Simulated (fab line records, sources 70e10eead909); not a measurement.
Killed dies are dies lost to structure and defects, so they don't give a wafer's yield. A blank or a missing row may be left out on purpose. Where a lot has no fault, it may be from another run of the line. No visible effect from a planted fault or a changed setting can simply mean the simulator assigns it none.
fab line records	flow nandHarc
record lots=15	wafers=45	lastDay=33
route steps=1302 shown A_SLIT@936 A_WL_FILL@952
lots untouched by any fault: they come from a run of this same line in which no faults occurred
startH: the number of hours between the record's first day and the start of the first shown wafer of the lot	waitH: hours from the lot's prior step to this one	" unchanged from the row above	L1.1+2: one row covering several wafers at once	- either no value or no given start	* or withheld: withheld	< > ~ a bound
route shown NAME@n: names a module that has steps shown in the file, with the first one's number in the route	usual: mean/standard deviation taken from wafers without a fault	same: alike in all rows	chamber/n: place in a boat	sites: each site's reading	_std_site: the values' standard deviation	_edge_site: the outer-site mean with the inner-site mean subtracted	radiusMm: how far each site lies from the wafer's centre	mask NAME#n: copy n	behind: the most recent tool/chamber to have shaped the wafer	hold: what put the lot on hold/how long, in hours/how the hold closed	device: names the non-switching transistor (n, p or np)	end of line: tests of these same wafers at the route's end	a step given without rows: its recipe and nothing more	killed: the dies lost at the first sort to structure and to defects; this is not the yield of the wafer	map: per-die view of a wafer (x killed, . not killed, _ where there is no die)
set.NAME: the run value of the setting; set.NAME@STEP: its run value at that earlier step	model.NAME: the simulator's own value behind a step, which no gauge read
steps of the route over a sample of lots; a table a step, a row a wafer
services: when a tool's chamber went out of use (startH, in hours from the record's first day, below 0 if earlier), for how many hours, and the reason
## steps
# step NHARC_A_SLIT_DESCUM_14
# recipe timeS=3	o2FlowSccm=200	arFlowSccm=0	biasPowerW=0	chemistry=O2
# usual drypumpMotorCurrentA=5.9/0.61	oesProductAu=1.000/0.0094	rfVppV=57.7/0.83	showerheadPlenumPTorr=1.92/0.056	throttleValvePct=11.310/0.0089
lot.wafer	tool	chamber	startH	waitH	drypumpMotorCurrentA	oesProductAu	rfHoursCounterH	rfVppV	showerheadPlenumPTorr	throttleValvePct
L134.3	rieDiel-02	3	472.78	0.1	5.9	0.980	2.9	57.4	1.95	11.313
L134.1	"	1	"	"	5.7	0.997	4.3	57.8	1.96	11.310
L134.4	"	3	"	"	5.9	0.980	-	57.7	1.95	11.311
L137.2	rieDiel-02	1	479.05	0.1	5.7	1.005	5.3	58.2	1.96	11.302
L137.5	"	2	"	"	6.5	0.996	-	58.5	1.90	11.325
L137.6	"	3	"	"	5.9	0.998	-	57.2	1.95	11.302
L139.1	rieDiel-05	3	488.20	0.1	6.3	1.010	5.3	55.9	1.83	11.295
L139.6	"	1	"	"	5.1	1.015	-	57.7	1.94	11.290
L139.5	"	2	"	"	6.5	1.009	-	58.8	1.99	11.340
L140.1	rieDiel-05	0	509.38	0.1	5.0	0.987	7.0	57.0	2.00	11.317
L140.2	"	1	"	"	5.1	0.995	8.6	58.4	1.94	11.311
L140.6	"	3	"	"	6.2	1.002	-	58.1	1.83	11.315
L138.3	rieDiel-03	2	509.52	0.1	5.2	1.015	1.6	57.8	1.90	11.328
L138.2	"	3	"	"	6.4	1.005	1.2	56.6	1.88	11.312
L138.6	"	1	"	"	6.1	0.991	-	56.6	1.82	11.306
L141.1	rieDiel-05	3	540.82	0.1	6.3	0.999	6.9	57.4	1.83	11.318
L141.3	"	2	"	"	6.5	1.007	9.0	58.2	1.98	11.307
L141.6	"	0	"	"	5.0	0.989	-	57.6	2.00	11.305
L144.1	rieDiel-03	1	556.31	0.1	6.1	1.005	3.9	56.7	1.82	11.312
L144.3	"	3	"	"	6.4	0.986	3.8	57.7	1.88	11.316
L144.2	"	0	"	"	6.8	0.993	3.9	56.9	1.94	11.303
L145.4	rieDiel-05	3	567.48	0.1	6.3	1.002	9.1	58.4	1.83	11.310
L145.1	"	1	"	"	5.1	0.998	11.2	57.3	1.94	11.311
L145.6	"	2	"	"	6.5	1.014	-	58.6	1.98	11.310
L149.2	rieDiel-03	2	605.59	0.1	5.2	1.003	7.6	58.1	1.90	11.309
L149.3	"	3	"	"	6.4	1.006	7.9	57.4	1.88	11.303
L149.1	"	1	"	"	6.1	1.002	7.7	58.1	1.82	11.317
L153.2	rieDiel-02	3	641.01	0.1	5.9	1.003	3.1	58.4	1.95	11.304
L153.1	"	0	"	"	5.3	0.999	3.6	58.2	1.94	11.306
L153.5	"	3	"	"	5.9	0.997	-	57.0	1.95	11.306
L154.3	rieDiel-03	0	646.11	0.1	6.8	1.001	0.1	57.0	1.93	11.312
L154.2	"	1	"	"	6.1	0.998	0.1	58.4	1.82	11.332
L154.5	"	1	"	"	6.1	1.004	-	56.6	1.82	11.317
L152.4	rieDiel-03	2	649.44	0.1	5.2	0.992	1.0	59.6	1.90	11.318
L152.3	"	0	"	"	6.8	1.008	0.5	57.7	1.93	11.311
L152.2	"	1	"	"	6.1	1.002	1.0	58.8	1.82	11.315
L155.1	rieDiel-05	0	668.34	0.1	5.0	0.983	4.8	57.2	2.00	11.319
L155.2	"	1	"	"	5.1	0.998	4.5	57.7	1.94	11.311
L155.3	"	2	"	"	6.5	1.004	3.8	58.8	1.98	11.314
L157.4	rieDiel-02	2	684.11	0.1	6.5	0.991	4.8	55.9	1.90	11.308
L157.2	"	3	"	"	5.9	1.001	4.9	58.4	1.95	11.304
L157.6	"	0	"	"	5.3	1.007	-	58.1	1.94	11.310
L156.2	rieDiel-03	3	684.39	0.1	6.4	0.993	2.6	56.2	1.88	11.311
L156.1	"	0	"	"	6.8	1.005	2.8	57.4	1.93	11.317
L156.4	"	0	"	"	6.8	0.997	-	58.3	1.93	11.297
# step NHARC_A_SLIT_ETCH_15
# recipe targetDepthA=62000	overEtchFrac=0.3	timeS=1612	ionEnergyEv=150	o2FlowSccm=400	cosFlowSccm=20	arFlowSccm=0	rfW=500	biasW=300	chemistry=O2/COS
# usual biasW=300.1/0.86	chamberPressureMTorr=20.000/0.02	drypumpMotorCurrentA=5.9/0.62	oesProductAu=1.001/0.01	rfVppV=314.3/1.3	showerheadPlenumPTorr=3.14/0.085	throttleValvePct=28.330/0.009
lot.wafer	tool	chamber	startH	waitH	biasW	chamberPressureMTorr	drypumpMotorCurrentA	oesProductAu	rfHoursCounterH	rfVppV	showerheadPlenumPTorr	throttleValvePct
L134.3	rieDiel-02	2	-	-	299.8	20.055	6.5	0.999	6.3	313.2	3.10	28.323
L134.1	"	1	"	"	299.1	19.954	5.8	1.002	4.5	314.9	3.19	28.333
L134.4	"	1	"	"	298.5	19.977	5.8	1.007	-	315.2	3.19	28.316
L137.2	rieDiel-02	3	-	-	299.1	20.012	5.9	0.980	4.2	314.0	3.18	28.323
L137.5	"	2	"	"	299.5	19.968	6.5	0.990	-	314.3	3.10	28.328
L137.6	"	1	"	"	299.3	20.021	5.8	0.998	-	315.3	3.19	28.334
L139.1	rieDiel-05	3	-	-	298.6	20.003	6.2	0.996	5.5	312.4	2.99	28.318
L139.5	"	1	"	"	303.1	20.019	5.1	1.010	-	315.8	3.17	28.334
L139.6	"	2	"	"	301.3	20.009	6.5	1.008	-	315.4	3.23	28.323
L140.1	rieDiel-05	3	-	-	299.1	19.942	6.3	1.009	6.4	313.2	2.99	28.334
L140.2	"	0	"	"	299.4	20.000	5.0	0.995	7.3	315.9	3.25	28.343
L140.6	"	1	"	"	300.3	20.006	5.1	1.010	-	314.9	3.17	28.343
L138.3	rieDiel-03	2	-	-	300.2	20.010	5.2	1.014	1.9	313.8	3.10	28.316
L138.2	"	3	"	"	299.4	20.001	6.4	1.021	1.5	314.1	3.08	28.335
L138.6	"	1	"	"	300.8	19.973	6.2	0.992	-	312.1	2.98	28.339
L141.1	rieDiel-05	0	-	-	299.8	20.011	5.0	0.989	8.1	316.6	3.25	28.324
L141.3	"	1	"	"	300.8	20.030	5.1	1.007	10.2	316.0	3.17	28.335
L141.6	"	2	"	"	298.7	19.986	6.5	1.013	-	313.9	3.23	28.329
L144.3	rieDiel-03	3	-	-	300.8	19.997	6.4	0.997	4.0	313.7	3.07	28.336
L144.1	"	0	"	"	299.9	19.992	6.8	0.990	4.1	314.9	3.16	28.319
L144.2	"	1	"	"	300.4	20.027	6.1	0.993	4.2	311.8	2.97	28.326
L145.1	rieDiel-05	1	-	-	301.6	19.990	5.1	1.006	11.5	313.7	3.17	28.342
L145.4	"	3	"	"	299.6	20.017	6.2	1.004	9.3	312.5	2.99	28.335
L145.6	"	1	"	"	299.9	20.017	5.1	1.011	-	315.8	3.17	28.337
L149.1	rieDiel-03	3	-	-	300.1	19.999	6.4	1.002	8.2	313.8	3.07	28.325
L149.3	"	0	"	"	299.1	19.966	6.8	1.009	8.3	314.1	3.16	28.343
L149.2	"	2	"	"	299.5	19.992	5.2	1.004	7.8	313.9	3.10	28.337
L153.1	rieDiel-02	1	-	-	299.9	19.969	5.8	1.006	3.7	315.9	3.18	28.326
L153.2	"	2	"	"	301.2	20.025	6.5	0.992	3.1	314.1	3.10	28.328
L153.5	"	0	"	"	301.0	19.985	5.3	1.009	-	314.9	3.17	28.333
L154.3	rieDiel-03	1	-	-	300.5	20.006	6.1	0.996	0.3	312.6	2.97	28.321
L154.2	"	0	"	"	299.2	20.032	6.8	0.995	0.3	314.4	3.15	28.335
L154.5	"	1	"	"	300.7	20.022	6.1	1.001	-	312.9	2.97	28.324
L152.3	rieDiel-03	1	-	-	300.0	20.015	6.1	1.001	1.2	312.2	2.97	28.327
L152.4	"	2	"	"	299.1	20.016	5.2	1.006	1.2	313.9	3.10	28.332
L152.2	"	3	"	"	300.3	20.004	6.4	1.000	0.8	313.5	3.07	28.332
L155.3	rieDiel-05	3	-	-	300.6	20.004	6.2	1.001	5.3	312.5	2.99	28.322
L155.2	"	0	"	"	300.6	19.988	5.0	0.981	5.0	316.7	3.25	28.326
L155.1	"	2	"	"	300.7	19.995	6.5	1.025	4.1	316.0	3.23	28.323
L157.4	rieDiel-02	0	-	-	301.4	20.001	5.3	1.005	6.1	315.5	3.17	28.302
L157.2	"	3	"	"	300.4	20.031	5.9	1.001	5.2	315.0	3.17	28.324
L157.6	"	1	"	"	300.2	19.990	5.8	1.010	-	314.6	3.18	28.332
L156.2	rieDiel-03	0	684.65	0.1	298.6	19.962	6.8	1.004	3.0	314.8	3.15	28.327
L156.1	"	3	"	"	300.8	20.029	6.4	1.000	2.9	314.3	3.07	28.324
L156.4	"	0	"	"	299.9	20.009	6.8	0.995	-	313.6	3.15	28.302
# step NHARC_A_SLIT_ETCH_26
# recipe biasV=400	sourceW=2000	pressureMtorr=25	timeS=90	arFlowSccm=375	c4f8FlowSccm=41.7	o2FlowSccm=83.3	targetDepthA=4000	chemistry=C4F8/O2/Ar
# usual biasV=400/4.3	c4f8FlowSccm=41.69/0.12	drypumpMotorCurrentA=5.8/0.34	showerheadPlenumPTorr=3.72/0.11	throttleValvePct=27.619/0.0097
lot.wafer	tool	chamber	startH	waitH	biasV	c4f8FlowSccm	drypumpMotorCurrentA	rfHoursCounterH	showerheadPlenumPTorr	throttleValvePct
L134.1	harEtch-01	1	479.42	3.1	397	41.80	6.3	256	3.67	27.616
L134.4	"	1	"	"	397	41.83	6.3	-	3.68	27.614
L134.3	"	0	"	"	393	41.71	5.7	-	3.67	27.628
L137.2	harEtch-01	1	487.40	3.0	406	41.74	6.3	263	3.67	27.627
L137.5	"	1	"	"	401	41.44	6.3	-	3.67	27.627
L137.6	"	0	"	"	407	41.70	5.7	-	3.67	27.615
L139.1	harEtch-01	0	495.34	3.0	396	41.62	5.7	271	3.67	27.623
L139.6	"	0	"	"	403	41.66	5.7	-	3.67	27.601
L139.5	"	1	"	"	402	41.84	6.4	-	3.67	27.609
L140.2	harEtch-01	0	514.27	3.0	395	41.74	5.7	279	3.66	27.624
L140.1	"	1	"	"	395	41.37	6.3	279	3.66	27.643
L140.6	"	0	"	"	390	41.65	5.7	-	3.66	27.623
L138.2	harEtch-02	1	514.46	2.5	408	41.69	5.4	76	3.71	27.625
L138.3	"	1	"	"	401	41.79	5.4	-	3.71	27.620
L138.6	"	0	"	"	401	41.55	5.7	-	3.94	27.615
L141.1	harEtch-01	1	545.77	3.1	396	41.44	6.3	294	3.65	27.596
L141.3	"	1	"	"	395	41.66	6.4	-	3.65	27.625
L141.6	"	1	"	"	397	41.64	6.4	-	3.65	27.631
L144.1	harEtch-02	1	561.20	3.0	396	41.82	5.4	100	3.70	27.614
L144.2	"	0	"	"	399	41.64	5.7	100	3.92	27.624
L144.3	"	0	"	"	401	41.76	5.7	-	3.92	27.621
L145.1	harEtch-02	0	572.42	2.5	398	41.86	5.7	107	3.92	27.605
L145.4	"	0	"	"	401	41.77	5.7	-	3.92	27.621
L145.6	"	0	"	"	402	41.99	5.7	-	3.92	27.624
L149.2	harEtch-02	1	610.51	3.1	398	41.78	5.4	130	3.68	27.602
L149.1	"	0	"	"	399	41.81	5.7	130	3.90	27.602
L149.3	"	0	"	"	401	41.66	5.7	-	3.90	27.610
L153.2	harEtch-02	1	645.93	3.1	-	-	-	-	-	-
L153.1	"	0	"	"	-	-	-	-	-	-
L153.5	"	0	"	"	-	-	-	-	-	-
L154.2	harEtch-02	0	651.02	2.4	-	-	-	-	-	-
L154.3	"	0	"	"	-	-	-	-	-	-
L154.5	"	0	"	"	-	-	-	-	-	-
L152.2	harEtch-02	1	654.82	2.4	-	-	-	-	-	-
L152.3	"	0	"	"	-	-	-	-	-	-
L152.4	"	1	"	"	-	-	-	-	-	-
L155.1	harEtch-01	1	673.31	3.1	400	41.67	6.3	370	3.61	27.629
L155.2	"	0	"	"	407	41.85	5.7	370	3.61	27.627
L155.3	"	0	"	"	401	41.61	5.7	-	3.61	27.611
L157.2	harEtch-02	1	688.94	3.0	399	41.84	5.4	172	3.66	27.619
L157.4	"	0	"	"	401	41.52	5.7	-	3.88	27.619
L157.6	"	1	"	"	401	41.94	5.4	-	3.66	27.649
L156.1	harEtch-01	0	690.00	3.0	405	41.68	5.7	378	3.61	27.632
L156.2	"	1	"	"	402	41.63	6.3	378	3.61	27.612
L156.4	"	0	"	"	398	41.63	5.7	-	3.61	27.620
# step NHARC_A_WL_FILL_ALD_00
# recipe targetThkA=30	pulseTimeS=3	aldCycles=30	tempC=300	material=Al2O3
# usual heaterPowerW=490/62	precursorPulseHeightRel=0.999/0.02
# same aldCycles=30
lot.wafer	tool	chamber	startH	waitH	heaterPowerW	precursorPulseHeightRel
L134.1	aldHk-01	3	487.59	0.1	509	0.992
L134.4	"	0	"	"	447	0.953
L134.3	"	2	"	"	433	1.032
L137.2	aldHk-04	2	495.67	0.3	570	1.035
L137.5	"	1	"	"	471	0.971
L137.6	"	2	"	"	566	1.019
L139.1	aldHk-01	1	504.66	0.1	400	0.978
L139.5	"	2	"	"	430	1.010
L139.6	"	3	"	"	501	1.004
L140.2	aldHk-04	2	522.42	0.1	579	0.989
L140.1	"	1	"	"	455	0.987
L140.6	"	3	"	"	556	0.978
L138.3	aldHk-01	3	522.43	0.1	505	0.981
L138.2	"	0	"	"	427	1.042
L138.6	"	2	"	"	429	1.007
L141.1	aldHk-01	0	553.91	0.1	422	0.999
L141.3	"	3	"	"	520	1.016
L141.6	"	0	"	"	425	0.979
L144.2	aldHk-03	2	569.35	0.1	598	1.013
L144.3	"	0	"	"	435	1.033
L144.1	"	1	"	"	469	1.006
L145.4	aldHk-01	0	581.04	0.7	443	1.015
L145.1	"	1	"	"	398	0.955
L145.6	"	0	"	"	433	0.967
L149.2	aldHk-03	1	618.65	0.1	467	0.987
L149.3	"	2	"	"	587	1.025
L149.1	"	3	"	"	468	1.009
L155.2	aldHk-04	0	681.57	0.1	539	1.007
L155.1	"	1	"	"	447	0.982
L155.3	"	2	"	"	551	0.982
L157.4	aldHk-04	3	697.13	0.2	509	0.972
L157.2	"	0	"	"	542	0.994
L157.6	"	1	"	"	448	0.989
L156.1	aldHk-04	3	697.35	0.4	512	1.026
L156.2	"	1	"	"	461	0.996
L156.4	"	2	"	"	533	1.020
## services
tool	chamber	startH	hours	kind
rieDiel-02	3	458.19	11.3	repair
rieDiel-03	-	458.30	9.0	pm
rieDiel-03	0	458.30	9.0	ventCycle
rieDiel-03	1	458.30	9.0	ventCycle
rieDiel-03	2	458.30	9.0	ventCycle
rieDiel-03	3	458.30	9.0	ventCycle
rieDiel-03	0	467.30	-	clean
rieDiel-03	1	467.30	-	clean
rieDiel-03	2	467.30	-	clean
aldHk-01	-	476.66	10.0	pm
harEtch-02	-	540.69	2.4	repair
rieDiel-02	-	570.89	9.0	pm
aldHk-03	-	571.62	10.0	pm
aldHk-03	-	582.38	1.3	repair
rieDiel-05	-	583.64	9.0	pm
rieDiel-02	0	621.41	3.1	repair
aldHk-04	-	622.47	1.4	repair
rieDiel-03	-	635.30	9.0	pm
rieDiel-05	2	635.47	6.6	repair
rieDiel-05	-	636.64	0.2	repair
aldHk-01	-	654.66	10.0	pm
rieDiel-02	1	662.85	3.1	repair
rieDiel-03	1	669.04	20.1	repair
rieDiel-03	2	680.61	12.1	repair
## key
firstSign step=NHARC_A_SLIT_ETCH_26	reading=toolRecord	direction=missing
effect none on later readings
metAt NHARC_A_SLIT_ETCH_26
struckLots L152,L153,L154
laterRowsLeftOut L152.2,L152.3,L152.4,L153.1,L153.2,L153.5,L154.2,L154.3,L154.5
sortLeftOut L152.2,L152.3,L152.4,L153.1,L153.2,L153.5,L154.2,L154.3,L154.5
testerLeftOut L152,L153,L154
notActingAt NHARC_A_SLIT_DESCUM_14,NHARC_A_SLIT_ETCH_15,NHARC_A_WL_FILL_ALD_00
onsetBetween 610.51 645.93
fault kind=skippedStepWhole	tool=harEtch-02	chamber=-	onsetH=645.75	steps=NHARC_A_SLIT_ETCH_26	scope=struckLotsOnly
# testerLeftOut: of these lots the tester's yield and bins aren't shown, on N5 and GAA mostly nor the transistor test; their killed dies are dies lost to structure and defects alone, not to doping, threshold or leakage, so they don't give the yield
# sortLeftOut: the simulated sort isn't trusted on such a fault, so these wafers' sort isn't shown, and their yield isn't known
# laterRowsLeftOut: the simulator's readings of these wafers behind a module that went badly wrong aren't trusted and aren't shown, but for the sort
